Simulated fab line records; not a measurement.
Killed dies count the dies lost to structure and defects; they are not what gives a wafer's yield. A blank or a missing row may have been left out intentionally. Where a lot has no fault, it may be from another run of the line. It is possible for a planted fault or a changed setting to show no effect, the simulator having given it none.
Which of the tools did it? ; flow n5 finfet ; 11 lots with 28 wafers sampled at 2 steps, on a route of 1938 steps

## WHAT EACH GAUGE READ, for each wafer
N5_BEOL_M8_THK_MEAS_01.
lot;measured;on;M8_ILD_THK (nm)
L995;day 9 01:18;film metro-01;152.2 152.1
L994;day 9 06:37;film metro-01;154.6 159.0
L996;day 9 18:41;film metro-01;155.5 156.1
L100;day 10 12:05;film metro-01;153.2 154.0 154.6
L101;day 10 12:56;film metro-01;158.5 159.2 159.3
L102;day 10 20:56;film metro-02;155.1 155.5 156.5
L106;day 12 15:29;film metro-02;152.4 156.6
L109;day 13 09:08;film metro-01;154.6 154.8 158.8
L111;day 13 09:41;film metro-02;154.9 153.1 155.5
L112;day 13 12:53;film metro-01;155.8 157.3 158.5
L116;day 14 18:22;film metro-02;156.6 158.0

## WHICH TOOL RAN EACH LOT (tool, then ch and the chambers of the sampled wafers, then the start)
lot;N5_BEOL_M8_ILD_DEP_00
L995;pecvd-04 ch 0,2, day 9 00:44
L994;pecvd-03 ch 1,2, day 9 06:02
L996;pecvd-03 ch 2, day 9 18:03
L100;pecvd-01 ch 0,1,2, day 10 11:05
L101;pecvd-01 ch 0,2, day 10 12:21
L102;pecvd-01 ch 0,2, day 10 20:22
L106;pecvd-04 ch 0,1, day 12 14:54
L109;pecvd-04 ch 0,2, day 13 08:33
L111;pecvd-03 ch 0,1, day 13 09:06
L112;pecvd-03 ch 0,1, day 13 12:19
L116;pecvd-04 ch 1,2, day 14 17:48
- N5_BEOL_M8_ILD_DEP_00: deposits SiCOH lowk from DEMS/porogen, target thk 179.75 nm, time 33.4 s.

## WHAT THE TOOLS THEMSELVES READ (means of the sampled wafers that have a number; where no wafer has one, the mark that the record gives instead)
N5_BEOL_M8_ILD_DEP_00.
lot;tool;chamber pressure Torr (Torr);heater power w (W);showerhead plenum p Torr (Torr);showerhead vpp V (V);throttle valve pct (%)
L995;pecvd-04;5.006;351;5.749;1512;14.9
L994;pecvd-03;4.997;240;5.735;1412;13.6
L996;pecvd-03;4.997;230;5.732;1368;12.8
L100;pecvd-01;5.005;282;5.753;1310;14.3
L101;pecvd-01;5.001;325;5.749;1381;13.7
L102;pecvd-01;4.999;325;5.746;1356;14.1
L106;pecvd-04;5.001;320;5.739;1518;14.7
L109;pecvd-04;5.008;341;5.742;1553;14.4
L111;pecvd-03;4.997;256;5.738;1364;13.8
L112;pecvd-03;5.001;261;5.744;1411;14.0
L116;pecvd-04;5.005;312;5.756;1485;13.6

## THE ANSWER, worked out from the rows above alone
Rule: the usual values come from the lots themselves. The widest of any qualifying gaps counts: lots, ordered by their means at a reading, are off when they make up no more than a third of the lots, leave a main group of 4 or more, and stand apart from it by 3 or more times the standard deviation of that group's means. The tables above print the reading to a certain number of digits; a main group whose means all agree to those digits is not used. A lot without any number at a reading at which 4 lots or more have one is off too. All remaining lots with rows at the step are treated as sound. Order of review: gauges by route order, followed by the tools' own readings, for which a lot's mean as printed above is used. The first step at which some lot is off is used, and at that step the reading that is off furthest; a lot without a number counts as furthest.
Across all readings shown, no lot is off: no conclusion can be drawn from this.

## WHAT THE SIMULATOR HAD INSERTED
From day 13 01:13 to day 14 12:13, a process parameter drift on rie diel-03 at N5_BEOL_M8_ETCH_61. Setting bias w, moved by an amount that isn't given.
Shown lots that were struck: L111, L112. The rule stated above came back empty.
